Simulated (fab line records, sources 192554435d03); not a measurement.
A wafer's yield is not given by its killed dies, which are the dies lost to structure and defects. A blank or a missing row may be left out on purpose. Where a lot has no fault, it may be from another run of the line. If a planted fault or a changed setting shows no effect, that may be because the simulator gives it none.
Chamber matching :: flow n5Finfet :: pecvd-02 running N5_SDB_HM_DEP_00: 3 sister chambers
The step deposits SiNx from SiH4/NH3/N2, target thk 40 nm, time 35.3 s. 3 wafers are shown with their chamber, then 12 later ones without.

== WAFERS WITH THEIR CHAMBER ==
wafer: L087.4
chamber: 1
throttleValvePct (%): 42.1

wafer: L087.5
chamber: 2
throttleValvePct (%): 43.2

wafer: L087.6
chamber: 0
throttleValvePct (%): 37.3

== WAFERS WITH NO CHAMBER GIVEN ==
wafer: L089.1
throttleValvePct (%): 42.1

wafer: L089.4
throttleValvePct (%): 43.1

wafer: L089.6
throttleValvePct (%): 37.4

wafer: L094.1
throttleValvePct (%): 37.4

wafer: L094.2
throttleValvePct (%): 43.1

wafer: L094.3
throttleValvePct (%): 42.1

wafer: L094.4
throttleValvePct (%): 43.2

wafer: L094.5
throttleValvePct (%): 37.2

wafer: L094.6
throttleValvePct (%): 42.1

wafer: L096.2
throttleValvePct (%): 42.2

wafer: L096.4
throttleValvePct (%): 37.3

wafer: L096.6
throttleValvePct (%): 37.6

== WHICH CHAMBER EACH ONE RAN IN ==
wafer: L089.1
from the rows above: 1
in truth: 1

wafer: L089.4
from the rows above: 2
in truth: 2

wafer: L089.6
from the rows above: 0
in truth: 0

wafer: L094.1
from the rows above: 0
in truth: 0

wafer: L094.2
from the rows above: 2
in truth: 2

wafer: L094.3
from the rows above: 1
in truth: 1

wafer: L094.4
from the rows above: 2
in truth: 2

wafer: L094.5
from the rows above: 0
in truth: 0

wafer: L094.6
from the rows above: 1
in truth: 1

wafer: L096.2
from the rows above: 1
in truth: 1

wafer: L096.4
from the rows above: 0
in truth: 0

wafer: L096.6
from the rows above: 0
in truth: 0
Placed correctly: 12 of 12. From these rows, 0 cannot be placed. Placed wrongly: 0.
How it was worked out, from the rows above alone: a wafer's distance from a chamber is the root of the sum, over the readings, of the square of ((its reading less the chamber's mean) divided by the reading's scatter). If the next closest chamber is less than 2 further off than the closest, the wafer can't be placed; otherwise it belongs to the closest. For every chamber, the mean is computed from those of its wafers that are shown. The scatter: root of mean squared gap, hidden wafer to nearest shown wafer, with one shown wafer a chamber.
